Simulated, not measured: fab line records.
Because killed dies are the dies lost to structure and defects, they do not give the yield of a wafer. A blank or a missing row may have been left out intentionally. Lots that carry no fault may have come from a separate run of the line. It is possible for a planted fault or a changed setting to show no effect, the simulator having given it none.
Which tool is to blame? -- flow nand-harc -- 14 lots, 42 wafers sampled, at 2 steps of a route of 1159

WHAT THE GAUGES SHOWED, per wafer
NHARC_A_ONON_D1_THK_MEAS_05: measures by ellipsometry. Usual: 1000 nm for thk-nm, sd 9.8.
lot,measured,on,thk-nm (nm),flag
L908,day 7 20:31,film-metro-01,1007 1006 1008,
L909,day 8 03:10,film-metro-01,1010 1010 1009,
L912,day 8 06:46,film-metro-01,1005 1007 1007,
L913,day 8 12:47,film-metro-02,1004 1005 1002,
L911,day 8 12:49,film-metro-01,1002 1001 1004,
L914,day 9 00:30,film-metro-01,1008 1009 1010,
L915,day 9 10:59,film-metro-02,1008 1010 1008,
L916,day 9 17:06,film-metro-01,1002 1004 1003,
L917,day 9 17:07,film-metro-02,988 986 986,
L918,day 9 22:07,film-metro-01,1001 999 999,
L923,day 10 18:16,film-metro-02,983 984 984,
L919,day 10 18:18,film-metro-01,985 988 987,
L925,day 12 00:05,film-metro-02,1005 1004 1004,
L930,day 12 23:40,film-metro-02,989 993 991,

NHARC_A_ONON_D1_THK_MEAS_24: measures by ellipsometry. Usual: 1001 nm for thk-nm, sd 10.
lot,measured,on,thk-nm (nm),flag
L908,day 8 06:31,film-metro-02,1012 1013 1014,
L909,day 8 14:37,film-metro-02,996 996 994,
L912,day 8 14:49,film-metro-01,992 989 989,
L913,day 8 22:45,film-metro-01,1017 1015 1017,
L911,day 8 22:44,film-metro-02,1010 1008 1009,
L914,day 9 12:38,film-metro-01,994 995 995,
L915,day 9 23:08,film-metro-02,999 996 998,
L916,day 10 03:02,film-metro-01,994 994 995,
L917,day 10 03:03,film-metro-02,1018 1020 1020,
L918,day 10 08:02,film-metro-02,994 994 993,
L923,day 11 04:12,film-metro-02,985 984 984,
L919,day 11 04:13,film-metro-01,997 998 996,
L925,day 12 10:55,film-metro-01,1014 1014 1015,
L930,day 13 10:11,film-metro-01,1001 1002 1002,

EACH LOT AND THE TOOL THAT RAN IT (in order: tool; ch and the chambers of the sampled wafers; start)
Before these readings, the record contains no process step.

WHAT THE TOOLS THEMSELVES READ (means of the sampled wafers that have a number; where no wafer has one, the mark that the record gives instead)
The record holds no such reading with a usual standard deviation.

THE ANSWER, worked out from the rows above alone
Rule: lot off if the mean of its wafers having a number is beyond 3 standard deviations from the usual mean. Also off: a lot with no number at a reading for which 4 or more lots have one. The other lots that the step has rows for count as sound. First the gauges in route order, then the tools' own readings, where a lot's mean is used as printed above. The first step at which some lot is off is used, and at that step the reading that is off furthest; a lot without a number counts as furthest.
No lot is off on any of the readings shown, so nothing can be concluded from this.

WHAT WAS PUT IN BY THE SIMULATOR
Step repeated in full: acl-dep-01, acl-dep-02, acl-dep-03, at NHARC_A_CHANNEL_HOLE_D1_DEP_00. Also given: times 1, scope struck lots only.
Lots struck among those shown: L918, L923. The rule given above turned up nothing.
